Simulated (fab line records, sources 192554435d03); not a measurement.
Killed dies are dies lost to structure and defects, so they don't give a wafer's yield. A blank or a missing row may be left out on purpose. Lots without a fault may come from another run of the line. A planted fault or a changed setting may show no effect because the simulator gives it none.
fab line records | flow n5_finfet
record lots=24 wafers=72 last_day=18
route steps=1938 shown BEOL_M8@1352
lots that met no fault: from a run of the same line without faults
start_h: hours from the record's first day to the start of the lot's first wafer shown | wait_h: hours since the lot's step before | " the same as in the row above | L1.1+2: a row that stands for several wafers | - no value, or no start given | * or withheld: withheld | < > ~ a bound
route shown NAME@n: a module of which the file shows steps, and the number in the route of the first | usual: mean/standard deviation of fault-free wafers | same: alike in all rows | chamber/n: place in a boat | sites: the reading at each site | _std_site: their standard deviation | _edge_site: outer sites' mean less inner sites' | radius_mm: how far each site lies from the wafer's centre | mask NAME#n: copy n | behind: the tool/chamber that last shaped the wafer | hold: why the lot was held/for how many hours/how that ended | device: the transistor (n, p or np) that didn't switch | end of line: the same wafers' tests at the end of the route | a step without rows: its recipe alone | killed: dies lost to structure and defects at the first sort, not the wafer's yield | map: a wafer's dies, x killed, . not, _ none there
set.NAME: the setting as run; set.NAME@STEP: as run at that earlier step | model.NAME: the simulator's own value behind a step, which no gauge read
steps of the route over a sample of lots; a table a step, a row a wafer
services: from which hour (start_h, from the record's first day; less than 0 if before it) a tool's chamber was out of use, for how many hours, and why
## steps
# step N5_BEOL_M8_STRIP_67
# recipe chemistry=CF4 resist=SiARC power_w=300 bias_power_w=75 pressure_mtorr=50 cf4_flow_sccm=150 rf_frequency_hz=6e+07
# usual drypump_motor_current_A=5.4/0.4 oes_product_au=0.80/0.066 rf_vpp_V=271.8/1.4 showerhead_plenum_p_Torr=1.82/0.043 throttle_valve_pct=13.54/0.26
# columns lot.wafer tool chamber start_h wait_h drypump_motor_current_A oes_product_au rf_hours_counter_h rf_vpp_V showerhead_plenum_p_Torr throttle_valve_pct
L074.1 rie_diel-02 2 193.94 0.0 6.4 0.84 59 272.1 1.87 13.41
L074.2 " 0 " " 4.9 0.76 156 271.5 1.80 13.55
L074.3 " 1 " " 5.0 0.79 104 270.8 1.88 13.49
L075.1 rie_diel-02 0 200.41 0.0 4.9 0.76 158 271.9 1.80 13.55
L075.4 " 2 " " 6.3 0.84 61 274.5 1.87 13.40
L075.6 " 3 " " 5.2 0.76 - 270.2 1.80 13.70
L077.4 rie_diel-01 3 212.53 0.0 5.7 0.76 - 271.3 1.82 13.97
L077.5 " 1 " " 5.7 0.86 - 273.0 1.89 13.70
L077.6 " 2 " " 5.2 0.79 - 271.4 1.81 13.25
L076.3 rie_diel-05 1 215.96 0.0 5.6 0.75 150 274.2 1.85 13.24
L076.4 " 3 " " 5.1 0.82 95 271.2 1.82 13.70
L076.5 " 0 " " 5.4 0.86 - 271.2 1.75 13.56
L079.1 rie_diel-01 2 221.11 0.0 5.2 0.80 102 270.0 1.81 13.28
L079.2 " 1 " " 5.7 0.85 44 272.2 1.89 13.71
L079.3 " 3 " " 5.7 0.75 135 270.0 1.82 14.00
L078.2 rie_diel-01 2 230.81 0.0 5.2 0.79 105 271.9 1.81 13.27
L078.4 " 0 " " 6.0 0.97 7 274.8 1.88 13.22
L078.5 " 3 " " 5.7 0.76 - 270.0 1.82 13.97
L080.2 rie_diel-02 0 240.67 0.0 4.9 0.75 170 270.5 1.80 13.59
L080.4 " 1 " " 5.0 0.79 117 273.7 1.87 13.52
L080.5 " 1 " " 5.0 0.78 - 272.2 1.87 13.51
L083.1 rie_diel-01 2 243.51 0.0 5.2 0.78 110 271.4 1.80 13.27
L083.3 " 3 " " 5.8 0.76 144 271.3 1.82 14.01
L083.4 " 0 " " 6.0 0.95 12 273.7 1.88 13.25
L081.2 rie_diel-05 3 246.11 0.0 5.1 0.80 107 269.6 1.82 13.71
L081.3 " 1 " " 5.6 0.74 163 272.8 1.85 13.27
L081.5 " 3 " " 5.1 0.80 - 270.9 1.82 13.71
L082.1 rie_diel-01 3 250.51 0.0 5.7 0.74 147 270.2 1.82 14.01
L082.4 " 3 " " 5.7 0.75 - 272.2 1.82 14.03
L082.6 " 1 " " 5.7 0.84 - 272.7 1.89 13.72
L084.1 rie_diel-02 2 264.42 0.0 6.4 0.81 81 270.9 1.87 13.46
L084.4 " 0 " " 4.8 0.75 180 271.1 1.79 13.62
L084.6 " 3 " " 5.2 0.73 - 271.0 1.80 13.76
L085.1 rie_diel-05 2 270.48 0.0 5.2 0.93 20 272.5 1.82 13.13
L085.2 " 0 " " 5.4 0.83 89 269.6 1.74 13.63
L085.3 " 3 " " 5.1 0.80 113 270.6 1.81 13.71
L086.3 rie_diel-05 1 282.15 0.0 5.6 0.73 174 271.6 1.84 13.29
L086.4 " 0 " " 5.4 0.82 92 269.9 1.74 13.63
L086.6 " 3 " " 5.1 0.80 - 271.4 1.81 13.73
L087.2 rie_diel-02 1 289.01 0.0 5.0 0.77 136 272.9 1.87 13.57
L087.3 " 2 " " 6.4 0.80 90 271.6 1.86 13.45
L087.4 " 0 " " 4.8 0.74 189 270.9 1.79 13.62
L089.2 rie_diel-05 2 289.21 0.0 5.1 0.91 25 272.4 1.82 13.15
L089.4 " 0 " " 5.4 0.82 95 270.3 1.74 13.64
L089.5 " 0 " " 5.4 0.82 - 269.0 1.74 13.62
L088.3 rie_diel-01 2 296.38 0.0 5.2 0.76 131 272.5 1.80 13.34
L088.4 " 0 " " 6.0 0.91 - 276.0 1.87 13.29
L088.5 " 3 " " 5.7 0.74 - 271.2 1.81 14.07
L090.1 rie_diel-05 2 310.92 0.0 5.2 0.90 31 271.9 1.82 13.16
L090.2 " 0 " " 5.4 0.82 100 269.8 1.74 13.66
L090.3 " 3 " " 5.1 0.79 125 272.4 1.81 13.75
L091.1 rie_diel-05 1 315.96 0.0 5.6 0.72 185 273.2 1.84 13.32
L091.5 " 1 " " 5.6 0.73 - 271.0 1.84 13.33
L091.6 " 0 " " 5.4 0.81 - 269.1 1.74 13.63
L093.2 rie_diel-01 1 323.77 0.0 5.7 0.81 79 273.5 1.88 13.78
L093.4 " 3 " " 5.7 0.72 175 271.0 1.81 14.08
L093.6 " 1 " " 5.7 0.81 - 272.7 1.88 13.80
L094.2 rie_diel-01 0 326.58 0.0 6.1 0.89 36 274.2 1.87 13.32
L094.3 " 3 " " 5.7 0.73 176 271.3 1.81 14.09
L094.5 " 2 " " 5.2 0.76 - 269.9 1.80 13.34
L095.1 rie_diel-05 2 333.03 0.0 5.1 0.88 38 273.4 1.82 13.17
L095.4 " 0 " " 5.4 0.81 106 271.1 1.73 13.66
L095.6 " 2 " " 5.1 0.89 - 273.3 1.82 13.20
L092.1 rie_diel-02 2 343.03 0.0 6.4 0.79 107 273.2 1.86 13.50
L092.3 " 0 " " 4.9 0.72 207 270.2 1.79 13.67
L092.4 " 3 " " 5.2 0.72 185 271.8 1.79 13.82
L096.1 rie_diel-05 0 348.78 0.0 5.4 0.81 112 269.0 1.73 13.69
L096.4 " 2 " " 5.1 0.88 44 272.5 1.82 13.20
L096.6 " 3 " " 5.1 0.78 - 271.8 1.81 13.80
L097.2 rie_diel-05 2 365.45 0.0 5.2 0.87 49 271.6 1.82 13.22
L097.5 " 0 " " 5.4 0.80 - 269.4 1.73 13.67
L097.6 " 3 " " 5.1 0.78 - 269.7 1.81 13.80
# step N5_BEOL_M8_INSPECT_30
# recipe mode=adi inspect_instrument=brightfield
# usual raw_defect_count=415/99
# columns lot.wafer tool chamber start_h wait_h raw_defect_count
L074.1 defect_inspect-01 - 196.27 0.1 387
L074.2 " - " " 316
L074.3 " - " " 416
L075.1 defect_inspect-01 - 202.35 0.1 515
L075.4 " - " " 274
L075.6 " - " " 337
L077.4 defect_inspect-01 - 214.78 0.0 427
L077.5 " - " " 383
L077.6 " - " " 343
L076.3 defect_inspect-02 - 216.58 0.0 524
L076.4 " - " " 451
L076.5 " - " " 468
L079.1 defect_inspect-02 - 224.38 0.1 760
L079.2 " - " " 597
L079.3 " - " " 494
L078.2 defect_inspect-02 - 231.67 0.0 444
L078.4 " - " " 385
L078.5 " - " " 557
L080.2 defect_inspect-01 - 241.29 0.1 557
L080.4 " - " " 556
L080.5 " - " " 471
L083.1 defect_inspect-02 - 244.83 0.1 532
L083.3 " - " " 486
L083.4 " - " " 427
L081.2 defect_inspect-02 - 246.87 0.0 550
L081.3 " - " " 415
L081.5 " - " " 383
L082.1 defect_inspect-01 - 254.23 0.1 390
L082.4 " - " " 365
L082.6 " - " " 354
L084.1 defect_inspect-01 - 265.24 0.1 279
L084.4 " - " " 300
L084.6 " - " " 239
L085.1 defect_inspect-02 - 276.48 0.1 289
L085.2 " - " " 369
L085.3 " - " " 421
L086.3 defect_inspect-02 - 283.10 0.0 344
L086.4 " - " " 339
L086.6 " - " " 387
L089.2 defect_inspect-02 - 291.05 0.0 405
L089.4 " - " " 552
L089.5 " - " " 404
L087.2 defect_inspect-02 - 291.60 0.0 315
L087.3 " - " " 270
L087.4 " - " " 270
L088.3 defect_inspect-01 - 299.82 0.0 445
L088.4 " - " " 375
L088.5 " - " " 432
L090.1 defect_inspect-02 - 311.65 0.1 581
L090.2 " - " " 272
L090.3 " - " " 592
L091.1 defect_inspect-02 - 317.42 0.1 434
L091.5 " - " " 404
L091.6 " - " " 321
L093.2 defect_inspect-01 - 325.65 0.0 292
L093.4 " - " " 482
L093.6 " - " " 313
L094.2 defect_inspect-02 - 328.19 0.0 412
L094.3 " - " " 412
L094.5 " - " " 413
L095.1 defect_inspect-01 - 334.76 0.1 350
L095.4 " - " " 288
L095.6 " - " " 402
L092.1 defect_inspect-02 - 344.63 0.1 331
L092.3 " - " " 484
L092.4 " - " " 349
L096.1 defect_inspect-01 - 350.48 0.1 518
L096.4 " - " " 525
L096.6 " - " " 591
L097.2 defect_inspect-01 - 367.45 0.0 351
L097.5 " - " " 379
L097.6 " - " " 472
# step N5_BEOL_M8_ETCH_65
# recipe chemistry=CF4 target=SiARC target_depth_a=156 mask_material=CAR-EUV time_s=26 ion_energy_ev=80 pressure_mtorr=40 source_w=545 bias_w=36 Ar_flow_sccm=100 cf4_flow_sccm=100 ends=cleared
# usual drypump_motor_current_A=5.4/0.41 etch_rf_on_time_s=26.1/1.1 oes_product_au=0.68/0.062 rf_vpp_V=184.5/1.1 showerhead_plenum_p_Torr=2.18/0.054 throttle_valve_pct=15.56/0.25
# columns lot.wafer tool chamber start_h wait_h drypump_motor_current_A etch_rf_on_time_s oes_product_au rf_hours_counter_h rf_vpp_V showerhead_plenum_p_Torr throttle_valve_pct
L074.1 rie_diel-01 3 196.36 0.0 5.7 26.5 0.65 123 183.8 2.17 16.00
L074.2 " 2 " " 5.2 27.6 0.66 90 184.7 2.16 15.26
L074.3 " 1 " " 5.7 26.3 0.74 32 184.9 2.27 15.76
L075.1 rie_diel-01 2 202.79 0.0 5.2 28.0 0.65 95 183.9 2.15 15.25
L075.4 " 1 " " 5.7 26.6 0.73 - 186.2 2.27 15.76
L075.6 " 3 " " 5.7 27.0 0.64 - 182.5 2.17 15.99
L077.4 rie_diel-01 1 214.90 0.0 5.7 26.7 0.72 41 184.0 2.27 15.80
L077.5 " 0 " " 6.0 25.7 0.86 - 184.8 2.25 15.27
L077.6 " 1 " " 5.7 26.8 0.72 - 186.3 2.26 15.80
L076.3 rie_diel-05 1 216.66 0.0 5.6 25.8 0.64 150 186.2 2.22 15.26
L076.4 " 2 " " 5.1 26.0 0.83 3 184.9 2.18 15.15
L076.5 " 2 " " 5.2 26.1 0.83 - 184.4 2.18 15.15
L079.1 rie_diel-05 0 224.46 0.0 5.4 24.5 0.75 70 183.1 2.08 15.65
L079.2 " 1 " " 5.6 25.9 0.64 153 185.4 2.22 15.27
L079.3 " 3 " " 5.1 26.3 0.69 98 182.6 2.16 15.70
L078.2 rie_diel-02 3 231.75 0.0 5.2 24.8 0.65 146 184.5 2.15 15.75
L078.4 " 0 " " 4.9 25.7 0.65 167 182.5 2.13 15.53
L078.5 " 3 " " 5.2 24.6 0.66 - 183.1 2.15 15.75
L080.2 rie_diel-02 3 241.43 0.0 5.2 24.9 0.66 149 184.0 2.15 15.75
L080.4 " 0 " " 4.8 25.9 0.64 171 183.1 2.13 15.54
L080.5 " 0 " " 4.9 26.0 0.64 - 184.7 2.13 15.56
L083.1 rie_diel-05 1 245.26 0.0 5.6 25.7 0.64 162 185.4 2.22 15.28
L083.3 " 3 " " 5.1 26.0 0.69 106 183.7 2.16 15.72
L083.4 " 2 " " 5.2 26.1 0.81 11 185.0 2.18 15.17
L081.2 rie_diel-05 3 246.96 0.0 5.1 26.0 0.70 107 184.1 2.16 15.71
L081.3 " 0 " " 5.4 24.0 0.74 80 182.2 2.08 15.69
L081.5 " 2 " " 5.2 26.1 0.81 - 184.3 2.18 15.16
L082.1 rie_diel-02 0 254.32 0.0 4.8 25.7 0.64 176 183.1 2.13 15.56
L082.4 " 2 " " 6.3 26.5 0.69 77 185.9 2.25 15.55
L082.6 " 2 " " 6.3 26.3 0.69 - 186.3 2.25 15.55
L084.1 rie_diel-05 2 265.33 0.0 5.2 26.6 0.78 17 184.6 2.18 15.18
L084.4 " 2 " " 5.1 26.3 0.80 - 185.2 2.18 15.17
L084.6 " 1 " " 5.6 25.9 0.64 - 185.6 2.22 15.30
L085.1 rie_diel-02 2 276.56 0.0 6.3 26.5 0.69 85 185.1 2.25 15.55
L085.2 " 3 " " 5.2 24.3 0.65 162 184.1 2.14 15.79
L085.3 " 0 " " 4.8 25.8 0.63 183 183.7 2.12 15.55
L086.3 rie_diel-01 2 283.67 0.0 5.2 27.6 0.63 126 184.5 2.14 15.31
L086.4 " 3 " " 5.7 26.9 0.61 159 183.7 2.16 16.06
L086.6 " 2 " " 5.2 27.5 0.64 - 183.7 2.14 15.31
L089.2 rie_diel-05 0 291.14 0.0 5.4 24.3 0.72 95 182.4 2.08 15.70
L089.4 " 2 " " 5.2 25.8 0.78 25 183.4 2.17 15.18
L089.5 " 1 " " 5.6 25.5 0.63 - 185.0 2.21 15.31
L087.2 rie_diel-01 0 291.69 0.0 6.0 25.4 0.79 23 186.2 2.24 15.31
L087.3 " 3 " " 5.7 26.7 0.62 162 185.6 2.15 16.07
L087.4 " 2 " " 5.2 27.7 0.63 129 184.3 2.14 15.29
L088.3 rie_diel-01 0 299.91 0.0 6.0 25.3 0.79 26 185.4 2.24 15.33
L088.4 " 2 " " 5.2 27.9 0.63 - 183.9 2.14 15.34
L088.5 " 3 " " 5.7 26.8 0.62 - 183.8 2.15 16.07
L090.1 rie_diel-02 1 311.76 0.0 5.0 27.9 0.63 142 184.0 2.24 15.65
L090.2 " 3 " " 5.2 24.6 0.64 173 183.6 2.14 15.81
L090.3 " 2 " " 6.4 26.3 0.68 96 184.3 2.25 15.60
L091.1 rie_diel-05 2 317.51 0.0 5.2 26.2 0.76 33 185.0 2.17 15.22
L091.5 " 2 " " 5.2 26.1 0.76 - 183.5 2.17 15.20
L091.6 " 3 " " 5.1 26.5 0.66 - 184.1 2.15 15.76
L093.2 rie_diel-05 0 325.79 0.0 5.4 24.3 0.72 104 183.7 2.07 15.71
L093.4 " 2 " " 5.2 26.1 0.76 36 185.1 2.17 15.21
L093.6 " 2 " " 5.1 25.8 0.77 - 183.0 2.17 15.21
L094.2 rie_diel-05 1 328.28 0.0 5.6 25.8 0.62 188 186.4 2.21 15.32
L094.3 " 2 " " 5.1 26.1 0.76 36 185.0 2.17 15.22
L094.5 " 0 " " 5.4 24.5 0.72 - 182.0 2.07 15.70
L095.1 rie_diel-02 2 334.84 0.0 6.4 26.6 0.66 104 185.5 2.24 15.59
L095.4 " 0 " " 4.9 25.7 0.62 204 183.6 2.12 15.59
L095.6 " 3 " " 5.2 24.5 0.63 - 184.2 2.14 15.81
L092.1 rie_diel-02 0 345.02 0.0 4.8 25.7 0.62 208 184.2 2.12 15.63
L092.3 " 1 " " 5.0 28.5 0.61 155 184.5 2.24 15.66
L092.4 " 2 " " 6.4 26.6 0.66 107 185.9 2.24 15.60
L096.1 rie_diel-02 0 350.56 0.0 4.8 26.1 0.61 210 183.5 2.12 15.61
L096.4 " 2 " " 6.4 27.2 0.65 110 185.9 2.24 15.63
L096.6 " 3 " " 5.2 25.0 0.63 - 182.4 2.13 15.83
L097.2 rie_diel-05 2 367.53 0.0 5.2 25.9 0.74 50 184.7 2.16 15.25
L097.5 " 3 " " 5.1 26.1 0.66 - 184.4 2.14 15.80
L097.6 " 2 " " 5.1 26.0 0.74 - 184.9 2.16 15.23
# step N5_BEOL_M8_CD_MEAS_35
# recipe target_cd_nm=40 polarity=opening
# usual cd_nm=40.4/0.71
# columns lot.wafer tool chamber start_h wait_h cd_nm
L074.1 cd_sem-03 - 196.89 0.0 41.1
L074.2 " - " " 40.1
L074.3 " - " " 40.5
L075.1 cd_sem-03 - 203.34 0.0 40.2
L075.4 " - " " 40.1
L075.6 " - " " 40.5
L077.4 cd_sem-01 - 215.43 0.0 40.7
L077.5 " - " " 40.1
L077.6 " - " " 41.0
L076.3 cd_sem-03 - 217.19 0.0 41.5
L076.4 " - " " 40.3
L076.5 " - " " 40.9
L079.1 cd_sem-02 - 224.99 0.0 40.5
L079.2 " - " " 39.8
L079.3 " - " " 40.7
L078.2 cd_sem-01 - 232.29 0.0 40.0
L078.4 " - " " 41.0
L078.5 " - " " 42.0
L080.2 cd_sem-01 - 241.97 0.0 39.5
L080.4 " - " " 41.0
L080.5 " - " " 41.2
L083.1 cd_sem-01 - 245.79 0.0 40.5
L083.3 " - " " 40.4
L083.4 " - " " 41.4
L081.2 cd_sem-01 - 247.49 0.0 41.1
L081.3 " - " " 40.0
L081.5 " - " " 40.1
L082.1 cd_sem-01 - 254.85 0.0 41.0
L082.4 " - " " 40.7
L082.6 " - " " 40.5
L084.1 cd_sem-01 - 265.86 0.0 40.2
L084.4 " - " " 40.1
L084.6 " - " " 41.2
L085.1 cd_sem-03 - 277.09 0.0 38.5
L085.2 " - " " 39.6
L085.3 " - " " 40.5
L086.3 cd_sem-03 - 284.21 0.0 41.3
L086.4 " - " " 39.0
L086.6 " - " " 40.5
L089.2 cd_sem-02 - 291.68 0.0 39.5
L089.4 " - " " 39.6
L089.5 " - " " 39.8
L087.2 cd_sem-01 - 292.23 0.0 39.9
L087.3 " - " " 40.1
L087.4 " - " " 39.2
L088.3 cd_sem-01 - 300.44 0.0 39.9
L088.4 " - " " 40.8
L088.5 " - " " 39.6
L090.1 cd_sem-03 - 312.29 0.0 40.9
L090.2 " - " " 40.9
L090.3 " - " " 40.3
L091.1 cd_sem-03 - 318.04 0.0 40.6
L091.5 " - " " 40.2
L091.6 " - " " 39.7
L093.2 cd_sem-02 - 326.32 0.0 41.5
L093.4 " - " " 40.9
L093.6 " - " " 41.1
L094.2 cd_sem-01 - 328.81 0.0 41.2
L094.3 " - " " 40.8
L094.5 " - " " 40.3
L095.1 cd_sem-02 - 335.37 0.0 38.8
L095.4 " - " " 40.0
L095.6 " - " " 39.7
L092.1 cd_sem-03 - 345.55 0.0 39.9
L092.3 " - " " 39.0
L092.4 " - " " 40.3
L096.1 cd_sem-02 - 351.09 0.0 39.2
L096.4 " - " " 39.4
L096.6 " - " " 40.1
L097.2 cd_sem-01 - 368.06 0.0 40.9
L097.5 " - " " 38.6
L097.6 " - " " 40.7
# step N5_BEOL_M8_ALD_77
# recipe material=TaN target_thk_a=20 temp_c=275 ald_precursor_family=PDMAT ald_co_reactant=NH3 pressure_torr=3 carrier_flow_sccm=1500 pulse_time_s=2 purge_time_s=3 co_reactant_purge_time_s=2 co_reactant_pulse_time_s=3 ald_cycles=40 precursor_vessel_temp_c=75 precursor_vessel_pressure_torr=26.25 precursor_vessel_carrier_sccm=1000
# usual heater_power_w=409/55 mfc_carrier_sccm=1500/4.8 precursor_vessel_carrier_sccm=1000.2/3
# columns lot.wafer tool chamber start_h wait_h heater_power_w mfc_carrier_sccm precursor_vessel_carrier_sccm
L074.1 ald_metal-01 1 197.91 0.2 469 1499 1005.2
L074.2 " 3 " " 404 1495 997.9
L074.3 " 2 " " 479 1501 1002.7
L075.1 ald_metal-01 3 204.41 0.2 385 1507 996.1
L075.4 " 1 " " 459 1496 995.7
L075.6 " 2 " " 490 1499 1000.4
L077.4 ald_metal-03 0 216.24 0.0 352 1504 1000.6
L077.5 " 0 " " 341 1506 999.0
L077.6 " 3 " " 372 1493 997.4
L076.3 ald_metal-04 1 217.67 0.1 381 1497 1000.1
L076.4 " 2 " " 390 1499 1002.0
L076.5 " 3 " " 338 1498 997.4
L079.1 ald_metal-03 2 225.72 0.0 448 1497 997.4
L079.2 " 3 " " 381 1494 1005.0
L079.3 " 0 " " 342 1497 997.7
L078.2 ald_metal-03 2 232.91 0.1 458 1509 1001.3
L078.4 " 0 " " 338 1491 997.7
L078.5 " 0 " " 342 1505 996.9
L080.2 ald_metal-03 0 242.45 0.0 344 1495 998.7
L080.4 " 1 " " 494 1497 1003.4
L080.5 " 0 " " 345 1495 999.6
L083.1 ald_metal-03 0 246.32 0.0 346 1503 999.6
L083.3 " 1 " " 501 1498 1000.5
L083.4 " 3 " " 378 1500 1003.6
L081.2 ald_metal-03 2 249.34 0.0 453 1506 996.8
L081.3 " 0 " " 338 1501 1002.7
L081.5 " 1 " " 502 1498 998.5
L082.1 ald_metal-03 0 255.50 0.1 341 1500 991.4
L082.4 " 1 " " 501 1502 996.3
L082.6 " 0 " " 333 1492 998.0
L084.1 ald_metal-03 0 266.38 0.1 340 1506 996.0
L084.4 " 2 " " 455 1498 1003.0
L084.6 " 3 " " 374 1500 1000.4
L085.1 ald_metal-04 3 277.89 0.1 333 1505 1002.1
L085.2 " 2 " " 399 1500 1000.8
L085.3 " 1 " " 370 1504 997.0
L086.3 ald_metal-04 2 284.70 0.1 399 1507 998.6
L086.4 " 0 " " 410 1501 999.2
L086.6 " 3 " " 337 1500 1004.0
L089.2 ald_metal-01 2 292.58 0.4 482 1499 999.1
L089.4 " 3 " " 392 1491 1002.1
L089.5 " 2 " " 484 1503 1000.9
L087.2 ald_metal-01 3 293.61 0.3 387 1507 1000.1
L087.3 " 1 " " 462 1503 1004.4
L087.4 " 2 " " 497 1494 998.2
L088.3 ald_metal-01 0 301.39 0.2 404 1495 1003.7
L088.4 " 2 " " 495 1496 1005.7
L088.5 " 2 " " 490 1491 1004.3
L090.1 ald_metal-04 2 313.11 0.0 393 1501 998.7
L090.2 " 1 " " 372 1495 996.5
L090.3 " 0 " " 405 1496 1005.8
L091.1 ald_metal-03 0 318.94 0.3 333 1503 1006.5
L091.5 " 2 " " 453 1495 1000.8
L091.6 " 1 " " 505 1503 997.0
L093.2 ald_metal-04 3 328.52 0.1 331 1501 1003.0
L093.4 " 2 " " 403 1501 1002.1
L093.6 " 2 " " 402 1506 1006.1
L094.2 ald_metal-03 3 329.77 0.0 383 1499 998.4
L094.3 " 0 " " 343 1503 1007.2
L094.5 " 0 " " 348 1507 1000.0
L095.1 ald_metal-04 2 336.15 0.0 404 1492 996.5
L095.4 " 0 " " 401 1496 1000.9
L095.6 " 2 " " 397 1492 998.0
L092.1 ald_metal-04 2 346.58 0.2 398 1507 1002.0
L092.3 " 1 " " 379 1488 993.7
L092.4 " 3 " " 341 1495 993.1
L096.1 ald_metal-01 0 351.60 0.0 388 1500 1001.2
L096.4 " 2 " " 442 1490 998.0
L096.6 " 1 " " 460 1504 1003.1
L097.2 ald_metal-04 2 368.53 0.0 396 1509 1000.0
L097.5 " 3 " " 331 1501 999.3
L097.6 " 2 " " 398 1507 1002.2
# step N5_BEOL_M8_SPUTTER_48
# recipe material=Cu target_thk_a=100 temp_c=-20 bias_v=60 power_w=26000 chamber_pressure_pa=0.13 time_s=1.667
# usual cathode_dc_power_W=26000/4.9 throttle_valve_pct=29.8/0.84
# columns lot.wafer tool chamber start_h wait_h cathode_dc_power_W throttle_valve_pct
L074.1 pvd_sputter-02 - 199.30 0.4 25992 30.7
L074.2 " - " " 26002 27.9
L074.3 " - " " 26003 29.1
L075.1 pvd_sputter-01 - 206.96 1.9 25998 29.0
L075.4 " - " " 26001 30.1
L075.6 " - " " 25989 29.9
L077.4 pvd_sputter-01 - 216.84 0.1 26004 29.2
L077.5 " - " " 25996 30.7
L077.6 " - " " 26001 29.5
L076.3 pvd_sputter-01 - 219.53 0.8 26004 29.1
L076.4 " - " " 25991 30.9
L076.5 " - " " 26000 29.6
L079.1 pvd_sputter-03 - 226.28 0.1 26000 31.2
L079.2 " - " " 26006 29.6
L079.3 " - " " 26002 30.2
L078.2 pvd_sputter-03 - 233.54 0.1 25996 30.9
L078.4 " - " " 26007 30.3
L078.5 " - " " 26000 29.4
L080.2 pvd_sputter-01 - 244.59 1.5 26010 30.2
L080.4 " - " " 26007 29.4
L080.5 " - " " 26005 29.9
L083.1 pvd_sputter-01 - 246.87 0.1 25997 29.1
L083.3 " - " " 26008 30.2
L083.4 " - " " 26006 29.3
L081.2 pvd_sputter-02 - 249.94 0.2 26002 30.9
L081.3 " - " " 26006 27.8
L081.5 " - " " 25999 29.2
L082.1 pvd_sputter-02 - 256.04 0.1 25997 30.7
L082.4 " - " " 25999 28.1
L082.6 " - " " 25999 30.5
L084.1 pvd_sputter-01 - 269.38 2.6 26009 29.2
L084.4 " - " " 25998 29.4
L084.6 " - " " 25994 30.0
L085.1 pvd_sputter-02 - 278.79 0.1 25999 29.1
L085.2 " - " " 26001 30.4
L085.3 " - " " 25990 31.0
L086.3 pvd_sputter-01 - 287.34 0.2 26002 30.7
L086.4 " - " " 26007 29.5
L086.6 " - " " 26004 29.6
L089.2 pvd_sputter-02 - 293.16 0.2 26002 30.8
L089.4 " - " " 25998 27.9
L089.5 " - " " 26001 30.8
L087.2 pvd_sputter-03 - 295.06 0.2 26001 30.7
L087.3 " - " " 26012 29.6
L087.4 " - " " 26001 29.4
L088.3 pvd_sputter-01 - 302.02 0.2 26000 30.2
L088.4 " - " " 26005 29.0
L088.5 " - " " 25986 30.8
L090.1 pvd_sputter-01 - 315.26 0.1 25997 30.7
L090.2 " - " " 26001 29.5
L090.3 " - " " 26001 29.1
L091.1 pvd_sputter-02 - 320.26 0.3 26005 30.8
L091.5 " - " " 25991 29.1
L091.6 " - " " 26000 30.7
L093.2 pvd_sputter-03 - 329.02 0.1 25995 29.6
L093.4 " - " " 26000 30.9
L093.6 " - " " 26001 29.2
L094.2 pvd_sputter-01 - 330.27 0.1 25997 29.5
L094.3 " - " " 26001 30.1
L094.5 " - " " 26003 30.9
L095.1 pvd_sputter-02 - 336.90 0.1 25991 27.9
L095.4 " - " " 25997 30.9
L095.6 " - " " 26001 30.6
L092.1 pvd_sputter-03 - 347.80 0.2 25997 30.8
L092.3 " - " " 25998 30.2
L092.4 " - " " 26003 29.5
L096.1 pvd_sputter-01 - 352.12 0.1 26008 29.2
L096.4 " - " " 25995 29.4
L096.6 " - " " 26008 28.9
L097.2 pvd_sputter-01 - 369.23 0.2 26002 30.8
L097.5 " - " " 26003 28.9
L097.6 " - " " 25996 29.6
## services
# columns tool chamber start_h hours kind
rie_diel-02 1 170.92 3.2 repair
rie_diel-05 2 185.33 - clean
rie_diel-05 2 185.33 - consumable_replace:focus_ring
rie_diel-05 2 185.33 22.6 scheduled_down
rie_diel-05 2 185.33 22.6 vent_cycle
rie_diel-02 - 201.05 2.8 pm
ald_metal-01 - 201.96 1.6 repair
ald_metal-04 - 238.72 18.2 repair
rie_diel-05 3 264.39 4.8 repair
rie_diel-05 - 272.79 2.8 pm
ald_metal-03 - 279.97 14.6 pm
ald_metal-04 - 286.28 8.7 pm
rie_diel-01 1 293.56 7.0 repair
ald_metal-03 - 300.56 8.7 pm
rie_diel-05 0 301.41 5.1 repair
ald_metal-01 3 304.24 30.4 repair
pvd_sputter-02 - 305.99 6.3 repair
ald_metal-01 - 307.80 0.6 repair
ald_metal-03 1 320.91 25.8 repair
rie_diel-02 2 322.94 2.0 repair
ald_metal-01 - 337.25 14.0 pm
ald_metal-01 - 352.72 14.6 pm
pvd_sputter-02 - 359.20 3.8 repair
rie_diel-05 0 366.04 5.1 repair
## key
fault none
